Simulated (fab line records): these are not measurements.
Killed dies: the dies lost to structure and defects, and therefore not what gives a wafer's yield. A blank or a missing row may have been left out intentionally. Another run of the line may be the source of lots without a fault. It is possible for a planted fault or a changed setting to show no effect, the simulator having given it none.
A struck lot beside a sound one | flow n5Finfet | 39 steps out of a route of 1938
Sound: the wafers L956.1, L956.5, L956.6. Struck: wafer L947.3 (left out: L947.4, L947.6 of the same lot, which were not struck); the cause appears at the end.
At each step with rows: each side's tool, then ch and its chambers, then its first start. Under that, the readings that differ: sound wafers | struck wafers | difference of the means | sigmas: that difference in standard deviations of wafers without a fault.
alike: same words and numbers on both sides, and readings whose means sit less than 2 such deviations apart. not compared: any withheld reading, any reading some wafer has no value for, any bound like >300 that may hide the same value, and any number with overlapping values for which the record gives no deviation.
A row with sigmas, a row that says differs or no value, or rows on one side alone: a step with any of these is where the two part. Non-overlapping numbers with no deviation appear without sigmas and do not part them. A reading missing from all wafers of one side parts the sides only when that side holds two or more wafers.

first, 9 steps without rows for these wafers: N5_HKMG_FIN_DESCUM_17 (chemistry O2, time 7.9 s); N5_HKMG_FIN_ETCH_31 (etches SiARC in CF4, target depth 45.5 nm, time 75.8 s); N5_HKMG_FIN_ETCH_32 (etches SOC in N2/H2, target depth 240 nm, time 300 s); N5_HKMG_FIN_STRIP_33 (strips in N2/H2); N5_HKMG_FIN_STRIP_34 (strips in CF4); N5_HKMG_FIN_ETCH_35 (etches SOC in N2/H2, target depth 215.8 nm, time 243.4 s); N5_HKMG_FIN_STRIP_92 (strips SOC in N2/H2, time 20 s); N5_HKMG_FIN_WET_ETCH_18 (etches TiN in SC1, time 55 s, target depth 5.2 nm, rinse time 30 s); N5_HKMG_FIN_STRIP_19 (strips in N2/H2, time 360 s).
N5_HKMG_FIN_ALD_91: deposits TiN, target thk 1 nm, pulse time 1 s, purge time 3 s.
  sound on aldMetal-01 ch 1,2, day 8 02:34; struck on aldMetal-02 ch 3, day 6 03:50
reading   | sound    | struck | difference | sigmas
aldCycles | 47 47 47 | 51     | +4         | 
  alike: heaterPowerW, precursorPulseHeightRel
then, 27 steps without rows for these wafers: N5_HKMG_FIN_COAT_85 (time 60 s, resist thk 300 nm); N5_HKMG_FIN_ETCH_86 (etches SOC in N2/H2, stops on TiN, target depth 393.2 nm); N5_HKMG_FIN_STRIP_89 (strips SOC in N2/H2, time 20 s); N5_HKMG_FIN_WET_ETCH_87 (etches TiN in SC1, time 154.2 s, target depth 4.7 nm, rinse time 30 s); N5_HKMG_FIN_STRIP_88 (strips in N2/H2, time 360 s); N5_HKMG_FIN_NWFM_ALD_20 (deposits TiAlC, target thk 2 nm, pulse time 3 s, purge time 2 s); N5_HKMG_FIN_ALD_71 (deposits TiN, target thk 1 nm, pulse time 1 s, purge time 3 s); N5_HKMG_FIN_COAT_66 (time 60 s, resist thk 300 nm); N5_HKMG_FIN_ETCH_67 (etches SOC in N2/H2, stops on TiN, target depth 388.9 nm); N5_HKMG_FIN_STRIP_90 (strips SOC in N2/H2, time 20 s); N5_HKMG_FIN_WET_ETCH_73 (etches the open film in SC1, time 42.3 s, target depth 1.3 nm, rinse time 30 s); N5_HKMG_FIN_ETCHBACK_68 (etches the open film in Cl2/Ar, stops on HfO2, target depth 0.5 nm); N5_HKMG_FIN_STRIP_69 (strips in N2/H2, time 360 s); N5_HKMG_FIN_ALD_21 (deposits TiN, target thk 1.5 nm, pulse time 1 s, purge time 3 s); N5_HKMG_FIN_ALD_72 (deposits W, target thk 2 nm, pulse time 1 s, purge time 2 s); N5_HKMG_FIN_W_FILL_22 (material W, target thk 60 nm, time 18.2 s); N5_HKMG_FIN_PRECLEAN_83 (cleans in DIW, time 57.5 s); N5_HKMG_FIN_SRD_84 (dry time 32 s); N5_HKMG_FIN_CMP_23 (polishes, stops on SiNx, t overpolish 10 s, target thk 46.326 nm); N5_HKMG_FIN_CMP_94 (polishes, stops on SiNx, t overpolish 4.7 s, target thk 43.299 nm); N5_GATE_CUT_ETCHBACK_00 (etches W in SF6/Cl2); N5_GATE_CUT_ETCH_56 (etches TiN in Cl2/Ar, target depth 21.6 nm); N5_GATE_CUT_ETCHBACK_30 (etches TiN in Cl2/Ar, target depth 3 nm); N5_GATE_CUT_VAPOR_ETCH_60 (etches HfO2 in BCl3/Cl2); N5_GATE_CUT_ETCH_58 (etches SiNx in CH3F/O2, target depth 17 nm, time 128.6 s); N5_GATE_CUT_STRIP_59 (strips in N2/H2, time 20 s); N5_GATE_CUT_PRECLEAN_31 (cleans in DIW, time 300 s).
-- a jump in the record: the struck wafers' starts before and after are 3 days apart (it breaks off in module GATE_CUT and resumes in module BEOL_M4, where the first step shown is number 1111 of the route) --
N5_BEOL_M4_RC_MEAS_101:
  sound on prober-01 ch 0, day 11 12:51; struck on prober-01 ch 0, day 9 08:28
reading             | sound                     | struck   | difference | sigmas
IOFF_N_LONG (nA/um) | 5.61e-05 5.7e-05 5.76e-05 | 4.65e-05 | -1.04e-05  | -4
IOFF_P (nA/um)      | 0.20 0.15 0.21            | 0.28     | +0.09      | +3
VT_N (mV)           | 250 254 248               | 257      | +6         | +2
VT_N_LONG (mV)      | 273.5 273.8 274.3         | 282.2    | +8.3       | +4
VT_P (mV)           | -251 -257 -252            | -243     | +10        | +3
  alike: DIBL_N, DIBL_P, IOFF_N, ION_N, ION_P, SS_N, SS_P
-- a jump in the record: the struck wafers' starts before and after are 4 days apart (it breaks off in module BEOL_M4 and resumes in module PASSIVATION, where the first step shown is number 1936 of the route) --
N5_PASSIVATION_PROBE_49:
  the record has rows for the struck wafers here (prober-02, day 13 18:10) and none for the sound ones

## WHERE THEY PART
First at N5_BEOL_M4_RC_MEAS_101; last, within this record, at N5_PASSIVATION_PROBE_49.

WHY: what had been put in by the simulator
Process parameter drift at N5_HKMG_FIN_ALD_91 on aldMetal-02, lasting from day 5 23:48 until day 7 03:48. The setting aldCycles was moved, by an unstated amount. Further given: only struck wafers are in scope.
